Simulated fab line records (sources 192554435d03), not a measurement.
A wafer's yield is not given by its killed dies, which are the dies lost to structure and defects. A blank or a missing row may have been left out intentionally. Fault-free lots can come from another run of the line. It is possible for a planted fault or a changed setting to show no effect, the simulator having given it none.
fab line records / flow n5-finfet
record: lots: 10 wafers: 30 last-day: 19
route steps=1938 shown BEOL_M6@1230 BEOL_M7@1263
lots that met no fault: taken from a fault-free run of the same line
start-h: hours from the record's opening day to when the first of the lot's shown wafers began / wait-h: hours from the lot's prior step to this one / " as in the row above / L1.1+2: several wafers, shown together as one row / - either no value or no given start / * or withheld: withheld / < > ~ a bound
route shown NAME@n: a module of which the file shows steps, and the number in the route of the first / usual: mean and standard deviation over wafers with no fault / same: alike in all rows / chamber/n: place in a boat / sites: readings site by site / _std_site: the standard deviation of these / _edge_site: outer sites' mean less inner sites' / radius-mm: for every site, how far away it sits from the centre of the wafer / mask NAME#n: copy n / behind: the most recent tool/chamber to have shaped the wafer / hold: the reason the lot was held/the length of the hold in hours/how it ended / device: names the non-switching transistor (n, p or np) / end of line: at the end of the route, the tests of the same wafers / a step given without rows: its recipe and nothing more / killed: count of dies lost to structure and defects at first sort (not the wafer's yield) / map: shows each die of a wafer: x if killed, . if not, _ if none is there
set.NAME: the setting as run; set.NAME@STEP: as run at that earlier step / model.NAME: the simulator's own value behind a step, which no gauge read
the route's steps for a sample of lots (tables are steps, rows are wafers)
services: from which hour (start-h, from the record's first day; less than 0 if before it) a tool's chamber was out of use, for how many hours, and why
== steps ==
step: N5_BEOL_M6_DESCUM_33
recipe: chemistry: O2 time-s: 7 source-power-w: 50 bias-power-w: 20 pressure-mtorr: 20 rf-frequency-hz: 2.712e+07 temp-c: 40 resist: CAR-EUV o2-flow-sccm: 225
usual: drypump-motor-current-A: 5.5/0.36 oes-product-au: 0.80/0.086 rf-vpp-V: 243.5/1.2 showerhead-plenum-p-Torr: 2.11/0.053 throttle-valve-pct: 20.46/0.17
lot.wafer=L337.2 tool=rie-diel-04 chamber=0 start-h=227.31 wait-h=0.0 drypump-motor-current-A=5.8 oes-product-au=0.70 rf-hours-counter-h=235 rf-vpp-V=243.1 showerhead-plenum-p-Torr=2.07 throttle-valve-pct=20.62
lot.wafer=L337.5 tool=rie-diel-04 chamber=2 start-h=227.31 wait-h=0.0 drypump-motor-current-A=5.4 oes-product-au=0.83 rf-hours-counter-h=- rf-vpp-V=242.0 showerhead-plenum-p-Torr=2.12 throttle-valve-pct=20.49
lot.wafer=L337.6 tool=rie-diel-04 chamber=3 start-h=227.31 wait-h=0.0 drypump-motor-current-A=5.6 oes-product-au=0.84 rf-hours-counter-h=- rf-vpp-V=243.5 showerhead-plenum-p-Torr=2.13 throttle-valve-pct=20.47
lot.wafer=L338.2 tool=rie-diel-02 chamber=2 start-h=232.38 wait-h=0.0 drypump-motor-current-A=5.5 oes-product-au=0.70 rf-hours-counter-h=197 rf-vpp-V=242.9 showerhead-plenum-p-Torr=2.08 throttle-valve-pct=20.42
lot.wafer=L338.3 tool=rie-diel-02 chamber=1 start-h=232.38 wait-h=0.0 drypump-motor-current-A=4.7 oes-product-au=0.81 rf-hours-counter-h=111 rf-vpp-V=244.0 showerhead-plenum-p-Torr=2.10 throttle-valve-pct=20.67
lot.wafer=L338.6 tool=rie-diel-02 chamber=3 start-h=232.38 wait-h=0.0 drypump-motor-current-A=5.1 oes-product-au=0.71 rf-hours-counter-h=- rf-vpp-V=244.2 showerhead-plenum-p-Torr=2.16 throttle-valve-pct=20.35
lot.wafer=L341.2 tool=rie-diel-04 chamber=0 start-h=242.28 wait-h=0.3 drypump-motor-current-A=5.7 oes-product-au=0.70 rf-hours-counter-h=240 rf-vpp-V=241.6 showerhead-plenum-p-Torr=2.06 throttle-valve-pct=20.64
lot.wafer=L341.3 tool=rie-diel-04 chamber=2 start-h=242.28 wait-h=0.3 drypump-motor-current-A=5.4 oes-product-au=0.84 rf-hours-counter-h=88 rf-vpp-V=244.4 showerhead-plenum-p-Torr=2.12 throttle-valve-pct=20.49
lot.wafer=L341.6 tool=rie-diel-04 chamber=1 start-h=242.28 wait-h=0.3 drypump-motor-current-A=5.4 oes-product-au=0.87 rf-hours-counter-h=- rf-vpp-V=242.8 showerhead-plenum-p-Torr=2.04 throttle-valve-pct=20.39
lot.wafer=L339.3 tool=rie-diel-04 chamber=2 start-h=253.71 wait-h=1.1 drypump-motor-current-A=5.4 oes-product-au=0.82 rf-hours-counter-h=93 rf-vpp-V=243.3 showerhead-plenum-p-Torr=2.12 throttle-valve-pct=20.50
lot.wafer=L339.5 tool=rie-diel-04 chamber=2 start-h=253.71 wait-h=1.1 drypump-motor-current-A=5.4 oes-product-au=0.83 rf-hours-counter-h=- rf-vpp-V=243.7 showerhead-plenum-p-Torr=2.12 throttle-valve-pct=20.52
lot.wafer=L339.6 tool=rie-diel-04 chamber=1 start-h=253.71 wait-h=1.1 drypump-motor-current-A=5.4 oes-product-au=0.87 rf-hours-counter-h=- rf-vpp-V=243.1 showerhead-plenum-p-Torr=2.04 throttle-valve-pct=20.37
lot.wafer=L343.1 tool=rie-diel-04 chamber=2 start-h=275.68 wait-h=0.0 drypump-motor-current-A=5.4 oes-product-au=0.82 rf-hours-counter-h=101 rf-vpp-V=243.7 showerhead-plenum-p-Torr=2.12 throttle-valve-pct=20.51
lot.wafer=L343.2 tool=rie-diel-04 chamber=1 start-h=275.68 wait-h=0.0 drypump-motor-current-A=5.4 oes-product-au=0.85 rf-hours-counter-h=61 rf-vpp-V=243.7 showerhead-plenum-p-Torr=2.04 throttle-valve-pct=20.39
lot.wafer=L343.3 tool=rie-diel-04 chamber=3 start-h=275.68 wait-h=0.0 drypump-motor-current-A=5.6 oes-product-au=0.82 rf-hours-counter-h=85 rf-vpp-V=242.0 showerhead-plenum-p-Torr=2.12 throttle-valve-pct=20.51
lot.wafer=L344.4 tool=rie-diel-01 chamber=3 start-h=280.10 wait-h=0.0 drypump-motor-current-A=5.7 oes-product-au=0.84 rf-hours-counter-h=- rf-vpp-V=242.6 showerhead-plenum-p-Torr=2.03 throttle-valve-pct=20.30
lot.wafer=L344.5 tool=rie-diel-01 chamber=2 start-h=280.10 wait-h=0.0 drypump-motor-current-A=6.1 oes-product-au=0.83 rf-hours-counter-h=- rf-vpp-V=246.0 showerhead-plenum-p-Torr=2.21 throttle-valve-pct=20.32
lot.wafer=L344.6 tool=rie-diel-01 chamber=0 start-h=280.10 wait-h=0.0 drypump-motor-current-A=5.3 oes-product-au=0.83 rf-hours-counter-h=- rf-vpp-V=244.2 showerhead-plenum-p-Torr=2.20 throttle-valve-pct=20.22
lot.wafer=L347.3 tool=rie-diel-02 chamber=1 start-h=282.05 wait-h=0.1 drypump-motor-current-A=4.7 oes-product-au=0.79 rf-hours-counter-h=131 rf-vpp-V=242.3 showerhead-plenum-p-Torr=2.10 throttle-valve-pct=20.70
lot.wafer=L347.4 tool=rie-diel-02 chamber=2 start-h=282.05 wait-h=0.1 drypump-motor-current-A=5.5 oes-product-au=0.70 rf-hours-counter-h=216 rf-vpp-V=241.3 showerhead-plenum-p-Torr=2.07 throttle-valve-pct=20.44
lot.wafer=L347.5 tool=rie-diel-02 chamber=3 start-h=282.05 wait-h=0.1 drypump-motor-current-A=5.1 oes-product-au=0.70 rf-hours-counter-h=- rf-vpp-V=243.4 showerhead-plenum-p-Torr=2.15 throttle-valve-pct=20.37
lot.wafer=L345.2 tool=rie-diel-04 chamber=2 start-h=288.16 wait-h=0.3 drypump-motor-current-A=5.5 oes-product-au=0.82 rf-hours-counter-h=105 rf-vpp-V=242.2 showerhead-plenum-p-Torr=2.12 throttle-valve-pct=20.53
lot.wafer=L345.4 tool=rie-diel-04 chamber=0 start-h=288.16 wait-h=0.3 drypump-motor-current-A=5.7 oes-product-au=1.00 rf-hours-counter-h=2 rf-vpp-V=242.5 showerhead-plenum-p-Torr=2.06 throttle-valve-pct=20.24
lot.wafer=L345.5 tool=rie-diel-04 chamber=3 start-h=288.16 wait-h=0.3 drypump-motor-current-A=5.6 oes-product-au=0.82 rf-hours-counter-h=- rf-vpp-V=243.9 showerhead-plenum-p-Torr=2.12 throttle-valve-pct=20.49
lot.wafer=L355.1 tool=rie-diel-04 chamber=0 start-h=337.62 wait-h=0.0 drypump-motor-current-A=5.7 oes-product-au=0.93 rf-hours-counter-h=21 rf-vpp-V=242.0 showerhead-plenum-p-Torr=2.05 throttle-valve-pct=20.27
lot.wafer=L355.3 tool=rie-diel-04 chamber=3 start-h=337.62 wait-h=0.0 drypump-motor-current-A=5.6 oes-product-au=0.80 rf-hours-counter-h=107 rf-vpp-V=244.5 showerhead-plenum-p-Torr=2.11 throttle-valve-pct=20.54
lot.wafer=L355.6 tool=rie-diel-04 chamber=3 start-h=337.62 wait-h=0.0 drypump-motor-current-A=5.6 oes-product-au=0.80 rf-hours-counter-h=- rf-vpp-V=242.8 showerhead-plenum-p-Torr=2.11 throttle-valve-pct=20.52
lot.wafer=L354.4 tool=rie-diel-02 chamber=3 start-h=349.54 wait-h=0.0 drypump-motor-current-A=5.1 oes-product-au=0.68 rf-hours-counter-h=239 rf-vpp-V=243.6 showerhead-plenum-p-Torr=2.14 throttle-valve-pct=20.40
lot.wafer=L354.5 tool=rie-diel-02 chamber=2 start-h=349.54 wait-h=0.0 drypump-motor-current-A=5.5 oes-product-au=0.68 rf-hours-counter-h=- rf-vpp-V=242.0 showerhead-plenum-p-Torr=2.07 throttle-valve-pct=20.48
lot.wafer=L354.6 tool=rie-diel-02 chamber=1 start-h=349.54 wait-h=0.0 drypump-motor-current-A=4.7 oes-product-au=0.77 rf-hours-counter-h=- rf-vpp-V=242.2 showerhead-plenum-p-Torr=2.09 throttle-valve-pct=20.73
step: N5_BEOL_M6_ANNEAL_51
recipe: temp-c: 225 time-s: 90 ambient: N2
usual: wafer_temp_C_max: 226.4/0.39
lot.wafer=L337.2 tool=rtp-anneal-01 chamber=0 start-h=229.83 wait-h=0.3 wafer_temp_C_max=226.1
lot.wafer=L337.5 tool=rtp-anneal-01 chamber=0 start-h=229.83 wait-h=0.3 wafer_temp_C_max=226.3
lot.wafer=L337.6 tool=rtp-anneal-01 chamber=0 start-h=229.83 wait-h=0.3 wafer_temp_C_max=226.3
lot.wafer=L338.2 tool=rtp-anneal-02 chamber=0 start-h=235.21 wait-h=0.1 wafer_temp_C_max=226.8
lot.wafer=L338.3 tool=rtp-anneal-02 chamber=0 start-h=235.21 wait-h=0.1 wafer_temp_C_max=226.9
lot.wafer=L338.6 tool=rtp-anneal-02 chamber=0 start-h=235.21 wait-h=0.1 wafer_temp_C_max=226.5
lot.wafer=L341.2 tool=rtp-anneal-01 chamber=0 start-h=248.67 wait-h=0.1 wafer_temp_C_max=226.0
lot.wafer=L341.3 tool=rtp-anneal-01 chamber=0 start-h=248.67 wait-h=0.1 wafer_temp_C_max=226.1
lot.wafer=L341.6 tool=rtp-anneal-01 chamber=0 start-h=248.67 wait-h=0.1 wafer_temp_C_max=226.5
lot.wafer=L339.3 tool=rtp-anneal-01 chamber=0 start-h=256.50 wait-h=0.1 wafer_temp_C_max=226.1
lot.wafer=L339.5 tool=rtp-anneal-01 chamber=0 start-h=256.50 wait-h=0.1 wafer_temp_C_max=226.7
lot.wafer=L339.6 tool=rtp-anneal-01 chamber=0 start-h=256.50 wait-h=0.1 wafer_temp_C_max=226.1
lot.wafer=L343.1 tool=rtp-anneal-02 chamber=0 start-h=277.67 wait-h=0.1 wafer_temp_C_max=227.0
lot.wafer=L343.2 tool=rtp-anneal-02 chamber=0 start-h=277.67 wait-h=0.1 wafer_temp_C_max=226.6
lot.wafer=L343.3 tool=rtp-anneal-02 chamber=0 start-h=277.67 wait-h=0.1 wafer_temp_C_max=226.5
lot.wafer=L344.4 tool=rtp-anneal-02 chamber=0 start-h=283.54 wait-h=0.9 wafer_temp_C_max=226.4
lot.wafer=L344.5 tool=rtp-anneal-02 chamber=0 start-h=283.54 wait-h=0.9 wafer_temp_C_max=226.9
lot.wafer=L344.6 tool=rtp-anneal-02 chamber=0 start-h=283.54 wait-h=0.9 wafer_temp_C_max=226.4
lot.wafer=L347.3 tool=rtp-anneal-02 chamber=0 start-h=284.57 wait-h=0.1 wafer_temp_C_max=226.5
lot.wafer=L347.4 tool=rtp-anneal-02 chamber=0 start-h=284.57 wait-h=0.1 wafer_temp_C_max=227.0
lot.wafer=L347.5 tool=rtp-anneal-02 chamber=0 start-h=284.57 wait-h=0.1 wafer_temp_C_max=226.5
lot.wafer=L345.2 tool=rtp-anneal-01 chamber=0 start-h=291.92 wait-h=0.3 wafer_temp_C_max=226.1
lot.wafer=L345.4 tool=rtp-anneal-01 chamber=0 start-h=291.92 wait-h=0.3 wafer_temp_C_max=226.0
lot.wafer=L345.5 tool=rtp-anneal-01 chamber=0 start-h=291.92 wait-h=0.3 wafer_temp_C_max=225.9
lot.wafer=L355.1 tool=rtp-anneal-02 chamber=0 start-h=340.71 wait-h=0.3 wafer_temp_C_max=227.1
lot.wafer=L355.3 tool=rtp-anneal-02 chamber=0 start-h=340.71 wait-h=0.3 wafer_temp_C_max=226.7
lot.wafer=L355.6 tool=rtp-anneal-02 chamber=0 start-h=340.71 wait-h=0.3 wafer_temp_C_max=227.6
lot.wafer=L354.4 tool=rtp-anneal-02 chamber=0 start-h=352.38 wait-h=0.4 wafer_temp_C_max=226.7
lot.wafer=L354.5 tool=rtp-anneal-02 chamber=0 start-h=352.38 wait-h=0.4 wafer_temp_C_max=226.3
lot.wafer=L354.6 tool=rtp-anneal-02 chamber=0 start-h=352.38 wait-h=0.4 wafer_temp_C_max=227.7
step: N5_BEOL_M6_CMP_52
recipe: stop-on: SiCOH_lowk t-overpolish-s: 6.9 down-force-psi: 1 platen-rpm: 50 clearing-platen-down-force-psi: 1.5 clearing-platen-rpm: 50 post-cmp-clean: cu-alkaline target-thk-nm: 80 clearing-platen-pad-velocity-m-s: 0.99484 pad-velocity-m-s: 0.99484
usual: barrier-field-endpoint-s: 29.1/0.73 head-pressure-psi: 0.9999/0.0023 motor-current-A: 6.0/0.55 overpolish-run-s: 6.901/0.0095 platen-rpm: 50.00/0.037 time-to-endpoint-s: 63/3.3
same: t-overpolish-s: 6.9
lot.wafer=L337.2 tool=cmp-04 chamber=3 start-h=230.12 wait-h=0.2 barrier-field-endpoint-s=29.1 head-pressure-psi=0.9990 motor-current-A=6.2 overpolish-run-s=6.907 platen-rpm=49.92 time-to-endpoint-s=62
lot.wafer=L337.5 tool=cmp-04 chamber=2 start-h=230.12 wait-h=0.2 barrier-field-endpoint-s=29.4 head-pressure-psi=1.0011 motor-current-A=5.7 overpolish-run-s=6.909 platen-rpm=50.01 time-to-endpoint-s=66
lot.wafer=L337.6 tool=cmp-04 chamber=3 start-h=230.12 wait-h=0.2 barrier-field-endpoint-s=28.9 head-pressure-psi=0.9964 motor-current-A=5.9 overpolish-run-s=6.893 platen-rpm=49.94 time-to-endpoint-s=59
lot.wafer=L338.3 tool=cmp-03 chamber=3 start-h=235.46 wait-h=0.2 barrier-field-endpoint-s=29.7 head-pressure-psi=0.9982 motor-current-A=7.2 overpolish-run-s=6.903 platen-rpm=49.97 time-to-endpoint-s=68
lot.wafer=L338.2 tool=cmp-03 chamber=0 start-h=235.46 wait-h=0.2 barrier-field-endpoint-s=28.7 head-pressure-psi=1.0004 motor-current-A=5.4 overpolish-run-s=6.909 platen-rpm=50.04 time-to-endpoint-s=65
lot.wafer=L338.6 tool=cmp-03 chamber=0 start-h=235.46 wait-h=0.2 barrier-field-endpoint-s=29.0 head-pressure-psi=1.0034 motor-current-A=5.4 overpolish-run-s=6.908 platen-rpm=50.04 time-to-endpoint-s=68
lot.wafer=L341.2 tool=cmp-04 chamber=0 start-h=248.93 wait-h=0.2 barrier-field-endpoint-s=27.8 head-pressure-psi=0.9954 motor-current-A=6.3 overpolish-run-s=6.902 platen-rpm=49.98 time-to-endpoint-s=58
lot.wafer=L341.3 tool=cmp-04 chamber=2 start-h=248.93 wait-h=0.2 barrier-field-endpoint-s=28.2 head-pressure-psi=0.9994 motor-current-A=6.1 overpolish-run-s=6.901 platen-rpm=49.97 time-to-endpoint-s=61
lot.wafer=L341.6 tool=cmp-04 chamber=1 start-h=248.93 wait-h=0.2 barrier-field-endpoint-s=27.6 head-pressure-psi=0.9965 motor-current-A=5.9 overpolish-run-s=6.905 platen-rpm=49.92 time-to-endpoint-s=55
lot.wafer=L339.3 tool=cmp-02 chamber=0 start-h=256.78 wait-h=0.2 barrier-field-endpoint-s=29.6 head-pressure-psi=0.9992 motor-current-A=5.0 overpolish-run-s=6.907 platen-rpm=49.97 time-to-endpoint-s=67
lot.wafer=L339.5 tool=cmp-02 chamber=2 start-h=256.78 wait-h=0.2 barrier-field-endpoint-s=29.5 head-pressure-psi=0.9940 motor-current-A=5.7 overpolish-run-s=6.903 platen-rpm=49.98 time-to-endpoint-s=62
lot.wafer=L339.6 tool=cmp-02 chamber=3 start-h=256.78 wait-h=0.2 barrier-field-endpoint-s=29.5 head-pressure-psi=0.9974 motor-current-A=5.2 overpolish-run-s=6.892 platen-rpm=49.98 time-to-endpoint-s=64
lot.wafer=L343.1 tool=cmp-03 chamber=3 start-h=278.01 wait-h=0.3 barrier-field-endpoint-s=30.5 head-pressure-psi=1.0042 motor-current-A=7.4 overpolish-run-s=6.893 platen-rpm=50.02 time-to-endpoint-s=67
lot.wafer=L343.3 tool=cmp-03 chamber=0 start-h=278.01 wait-h=0.3 barrier-field-endpoint-s=29.6 head-pressure-psi=1.0000 motor-current-A=5.7 overpolish-run-s=6.902 platen-rpm=50.02 time-to-endpoint-s=65
lot.wafer=L343.2 tool=cmp-03 chamber=1 start-h=278.01 wait-h=0.3 barrier-field-endpoint-s=28.6 head-pressure-psi=0.9967 motor-current-A=5.6 overpolish-run-s=6.908 platen-rpm=49.99 time-to-endpoint-s=65
lot.wafer=L344.4 tool=cmp-02 chamber=2 start-h=283.70 wait-h=0.1 barrier-field-endpoint-s=30.1 head-pressure-psi=0.9973 motor-current-A=5.7 overpolish-run-s=6.901 platen-rpm=49.99 time-to-endpoint-s=64
lot.wafer=L344.5 tool=cmp-02 chamber=2 start-h=283.70 wait-h=0.1 barrier-field-endpoint-s=30.7 head-pressure-psi=0.9991 motor-current-A=5.8 overpolish-run-s=6.890 platen-rpm=50.00 time-to-endpoint-s=63
lot.wafer=L344.6 tool=cmp-02 chamber=3 start-h=283.70 wait-h=0.1 barrier-field-endpoint-s=30.2 head-pressure-psi=0.9998 motor-current-A=5.4 overpolish-run-s=6.895 platen-rpm=50.02 time-to-endpoint-s=66
lot.wafer=L347.3 tool=cmp-04 chamber=1 start-h=284.78 wait-h=0.2 barrier-field-endpoint-s=28.5 head-pressure-psi=1.0011 motor-current-A=6.3 overpolish-run-s=6.885 platen-rpm=49.97 time-to-endpoint-s=59
lot.wafer=L347.4 tool=cmp-04 chamber=2 start-h=284.78 wait-h=0.2 barrier-field-endpoint-s=30.1 head-pressure-psi=1.0005 motor-current-A=5.6 overpolish-run-s=6.895 platen-rpm=50.01 time-to-endpoint-s=63
lot.wafer=L347.5 tool=cmp-04 chamber=2 start-h=284.78 wait-h=0.2 barrier-field-endpoint-s=29.5 head-pressure-psi=1.0008 motor-current-A=5.8 overpolish-run-s=6.889 platen-rpm=49.98 time-to-endpoint-s=63
lot.wafer=L345.2 tool=cmp-04 chamber=3 start-h=292.21 wait-h=0.2 barrier-field-endpoint-s=27.8 head-pressure-psi=0.9997 motor-current-A=5.8 overpolish-run-s=6.894 platen-rpm=49.98 time-to-endpoint-s=62
lot.wafer=L345.4 tool=cmp-04 chamber=1 start-h=292.21 wait-h=0.2 barrier-field-endpoint-s=28.5 head-pressure-psi=0.9985 motor-current-A=6.0 overpolish-run-s=6.903 platen-rpm=49.99 time-to-endpoint-s=61
lot.wafer=L345.5 tool=cmp-04 chamber=3 start-h=292.21 wait-h=0.2 barrier-field-endpoint-s=28.3 head-pressure-psi=1.0010 motor-current-A=5.8 overpolish-run-s=6.903 platen-rpm=50.02 time-to-endpoint-s=60
lot.wafer=L355.3 tool=cmp-03 chamber=0 start-h=341.01 wait-h=0.2 barrier-field-endpoint-s=29.2 head-pressure-psi=1.0033 motor-current-A=5.7 overpolish-run-s=6.905 platen-rpm=49.96 time-to-endpoint-s=68
lot.wafer=L355.1 tool=cmp-03 chamber=1 start-h=341.01 wait-h=0.2 barrier-field-endpoint-s=28.9 head-pressure-psi=0.9986 motor-current-A=6.1 overpolish-run-s=6.901 platen-rpm=49.96 time-to-endpoint-s=64
lot.wafer=L355.6 tool=cmp-03 chamber=1 start-h=341.01 wait-h=0.2 barrier-field-endpoint-s=29.8 head-pressure-psi=0.9987 motor-current-A=5.9 overpolish-run-s=6.893 platen-rpm=49.99 time-to-endpoint-s=61
lot.wafer=L354.4 tool=cmp-02 chamber=0 start-h=352.54 wait-h=0.1 barrier-field-endpoint-s=28.8 head-pressure-psi=1.0011 motor-current-A=5.2 overpolish-run-s=6.912 platen-rpm=50.06 time-to-endpoint-s=60
lot.wafer=L354.5 tool=cmp-02 chamber=0 start-h=352.54 wait-h=0.1 barrier-field-endpoint-s=28.0 head-pressure-psi=1.0029 motor-current-A=5.3 overpolish-run-s=6.894 platen-rpm=50.01 time-to-endpoint-s=59
lot.wafer=L354.6 tool=cmp-02 chamber=1 start-h=352.54 wait-h=0.1 barrier-field-endpoint-s=28.5 head-pressure-psi=1.0011 motor-current-A=6.2 overpolish-run-s=6.904 platen-rpm=49.94 time-to-endpoint-s=62
step: N5_BEOL_M7_ILD_DEP_00
recipe: material: SiCOH_lowk target-thk-a: 1797.5 temp-c: 300 precursor: DEMS/porogen pressure-torr: 5 rf-w: 500 time-s: 33.4
usual: heater-power-w: 298/63 showerhead-plenum-p-Torr: 5.736/0.011 susceptor-temp-C: 300.00/0.19 throttle-valve-pct: 14.2/0.76
lot.wafer=L337.2 tool=pecvd-03 chamber=0 start-h=230.57 wait-h=0.0 heater-power-w=229 showerhead-plenum-p-Torr=5.736 susceptor-temp-C=299.78 throttle-valve-pct=15.3
lot.wafer=L337.5 tool=pecvd-03 chamber=1 start-h=230.57 wait-h=0.0 heater-power-w=301 showerhead-plenum-p-Torr=5.746 susceptor-temp-C=299.82 throttle-valve-pct=14.1
lot.wafer=L337.6 tool=pecvd-03 chamber=0 start-h=230.57 wait-h=0.0 heater-power-w=231 showerhead-plenum-p-Torr=5.738 susceptor-temp-C=299.65 throttle-valve-pct=15.3
lot.wafer=L338.2 tool=pecvd-01 chamber=1 start-h=235.94 wait-h=0.0 heater-power-w=256 showerhead-plenum-p-Torr=5.734 susceptor-temp-C=300.22 throttle-valve-pct=14.0
lot.wafer=L338.3 tool=pecvd-01 chamber=0 start-h=235.94 wait-h=0.0 heater-power-w=272 showerhead-plenum-p-Torr=5.723 susceptor-temp-C=300.06 throttle-valve-pct=13.3
lot.wafer=L338.6 tool=pecvd-01 chamber=2 start-h=235.94 wait-h=0.0 heater-power-w=205 showerhead-plenum-p-Torr=5.736 susceptor-temp-C=299.98 throttle-valve-pct=13.6
lot.wafer=L341.2 tool=pecvd-01 chamber=0 start-h=249.41 wait-h=0.0 heater-power-w=253 showerhead-plenum-p-Torr=5.715 susceptor-temp-C=299.75 throttle-valve-pct=13.3
lot.wafer=L341.3 tool=pecvd-01 chamber=1 start-h=249.41 wait-h=0.0 heater-power-w=235 showerhead-plenum-p-Torr=5.747 susceptor-temp-C=299.91 throttle-valve-pct=14.0
lot.wafer=L341.6 tool=pecvd-01 chamber=0 start-h=249.41 wait-h=0.0 heater-power-w=258 showerhead-plenum-p-Torr=5.722 susceptor-temp-C=299.78 throttle-valve-pct=13.1
lot.wafer=L339.3 tool=pecvd-01 chamber=1 start-h=257.19 wait-h=0.0 heater-power-w=242 showerhead-plenum-p-Torr=5.739 susceptor-temp-C=300.07 throttle-valve-pct=14.1
lot.wafer=L339.5 tool=pecvd-01 chamber=1 start-h=257.19 wait-h=0.0 heater-power-w=250 showerhead-plenum-p-Torr=5.735 susceptor-temp-C=300.14 throttle-valve-pct=14.1
lot.wafer=L339.6 tool=pecvd-01 chamber=0 start-h=257.19 wait-h=0.0 heater-power-w=244 showerhead-plenum-p-Torr=5.725 susceptor-temp-C=299.93 throttle-valve-pct=13.0
lot.wafer=L343.1 tool=pecvd-03 chamber=1 start-h=278.46 wait-h=0.0 heater-power-w=336 showerhead-plenum-p-Torr=5.738 susceptor-temp-C=300.14 throttle-valve-pct=14.5
lot.wafer=L343.2 tool=pecvd-03 chamber=0 start-h=278.46 wait-h=0.0 heater-power-w=279 showerhead-plenum-p-Torr=5.740 susceptor-temp-C=299.99 throttle-valve-pct=15.5
lot.wafer=L343.3 tool=pecvd-03 chamber=2 start-h=278.46 wait-h=0.0 heater-power-w=448 showerhead-plenum-p-Torr=5.750 susceptor-temp-C=299.85 throttle-valve-pct=13.4
lot.wafer=L344.4 tool=pecvd-03 chamber=2 start-h=284.21 wait-h=0.1 heater-power-w=387 showerhead-plenum-p-Torr=5.739 susceptor-temp-C=300.07 throttle-valve-pct=13.3
lot.wafer=L344.5 tool=pecvd-03 chamber=1 start-h=284.21 wait-h=0.1 heater-power-w=344 showerhead-plenum-p-Torr=5.730 susceptor-temp-C=299.87 throttle-valve-pct=14.3
lot.wafer=L344.6 tool=pecvd-03 chamber=0 start-h=284.21 wait-h=0.1 heater-power-w=217 showerhead-plenum-p-Torr=5.718 susceptor-temp-C=300.03 throttle-valve-pct=15.4
lot.wafer=L347.3 tool=pecvd-04 chamber=2 start-h=285.30 wait-h=0.0 heater-power-w=310 showerhead-plenum-p-Torr=5.733 susceptor-temp-C=300.07 throttle-valve-pct=13.6
lot.wafer=L347.4 tool=pecvd-04 chamber=1 start-h=285.30 wait-h=0.0 heater-power-w=299 showerhead-plenum-p-Torr=5.755 susceptor-temp-C=299.92 throttle-valve-pct=14.3
lot.wafer=L347.5 tool=pecvd-04 chamber=0 start-h=285.30 wait-h=0.0 heater-power-w=347 showerhead-plenum-p-Torr=5.746 susceptor-temp-C=300.16 throttle-valve-pct=13.6
lot.wafer=L345.2 tool=pecvd-03 chamber=1 start-h=292.66 wait-h=0.0 heater-power-w=337 showerhead-plenum-p-Torr=5.750 susceptor-temp-C=300.13 throttle-valve-pct=14.3
lot.wafer=L345.4 tool=pecvd-03 chamber=1 start-h=292.66 wait-h=0.0 heater-power-w=347 showerhead-plenum-p-Torr=5.751 susceptor-temp-C=300.11 throttle-valve-pct=14.6
lot.wafer=L345.5 tool=pecvd-03 chamber=0 start-h=292.66 wait-h=0.0 heater-power-w=234 showerhead-plenum-p-Torr=5.734 susceptor-temp-C=299.88 throttle-valve-pct=15.3
lot.wafer=L355.1 tool=pecvd-03 chamber=0 start-h=341.50 wait-h=0.0 heater-power-w=273 showerhead-plenum-p-Torr=5.713 susceptor-temp-C=300.21 throttle-valve-pct=15.6
lot.wafer=L355.3 tool=pecvd-03 chamber=1 start-h=341.50 wait-h=0.0 heater-power-w=337 showerhead-plenum-p-Torr=5.749 susceptor-temp-C=296.39 throttle-valve-pct=14.0
lot.wafer=L355.6 tool=pecvd-03 chamber=1 start-h=341.50 wait-h=0.0 heater-power-w=332 showerhead-plenum-p-Torr=5.748 susceptor-temp-C=296.39 throttle-valve-pct=14.4
lot.wafer=L354.4 tool=pecvd-03 chamber=1 start-h=353.05 wait-h=0.1 heater-power-w=332 showerhead-plenum-p-Torr=5.759 susceptor-temp-C=296.38 throttle-valve-pct=14.7
lot.wafer=L354.5 tool=pecvd-03 chamber=2 start-h=353.05 wait-h=0.1 heater-power-w=452 showerhead-plenum-p-Torr=5.744 susceptor-temp-C=299.94 throttle-valve-pct=13.4
lot.wafer=L354.6 tool=pecvd-03 chamber=0 start-h=353.05 wait-h=0.1 heater-power-w=269 showerhead-plenum-p-Torr=5.733 susceptor-temp-C=300.21 throttle-valve-pct=15.6
== services ==
tool=rie-diel-04 chamber=1 start-h=207.48 hours=14.3 kind=repair
tool=rie-diel-04 chamber=- start-h=209.64 hours=0.6 kind=repair
tool=pecvd-03 chamber=1 start-h=210.96 hours=3.6 kind=repair
tool=rie-diel-04 chamber=0 start-h=217.81 hours=6.3 kind=repair
tool=rie-diel-02 chamber=2 start-h=227.15 hours=4.2 kind=repair
tool=rie-diel-01 chamber=- start-h=238.63 hours=15.6 kind=pm
tool=cmp-03 chamber=- start-h=242.73 hours=1.8 kind=repair
tool=rie-diel-02 chamber=2 start-h=252.28 hours=2.4 kind=repair
tool=pecvd-03 chamber=- start-h=258.24 hours=0.9 kind=repair
tool=rie-diel-01 chamber=0 start-h=259.64 hours=4.1 kind=repair
tool=rie-diel-02 chamber=- start-h=260.12 hours=2.8 kind=pm
tool=pecvd-03 chamber=2 start-h=284.98 hours=11.5 kind=repair
tool=pecvd-04 chamber=- start-h=288.27 hours=0.8 kind=pm
tool=cmp-04 chamber=- start-h=292.86 hours=3.3 kind=pm
tool=rie-diel-04 chamber=- start-h=297.70 hours=2.8 kind=pm
tool=cmp-04 chamber=- start-h=300.09 hours=4.0 kind=pm
tool=cmp-03 chamber=- start-h=302.53 hours=1.6 kind=repair
tool=pecvd-01 chamber=- start-h=308.01 hours=1.3 kind=repair
tool=cmp-03 chamber=- start-h=312.25 hours=4.0 kind=pm
tool=cmp-02 chamber=- start-h=324.23 hours=1.2 kind=repair
tool=pecvd-01 chamber=- start-h=330.68 hours=2.8 kind=pm
tool=cmp-02 chamber=- start-h=336.64 hours=1.7 kind=repair
tool=cmp-02 chamber=- start-h=342.84 hours=0.9 kind=repair
tool=cmp-03 chamber=- start-h=349.42 hours=0.8 kind=repair
== key ==
first-sign: step: N5_BEOL_M7_ILD_DEP_00 reading: susceptor-temp-C direction: down sigmas: 19 usual: * struck: *
effect none on later readings
met-at N5_BEOL_M7_ILD_DEP_00
struck-lots L354,L355
struck-wafers L354.4,L355.3,L355.6
not-acting-at N5_BEOL_M6_DESCUM_33,N5_BEOL_M6_ANNEAL_51,N5_BEOL_M6_CMP_52
onset-between 292.66 341.50
fault: kind: process-parameter-drift tool: pecvd-03 chamber: 1 onset-h: 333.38 steps: N5_BEOL_M7_ILD_DEP_00 channel: temp-c offset: * shape: step end-h: 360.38 acts-in: * stated: *
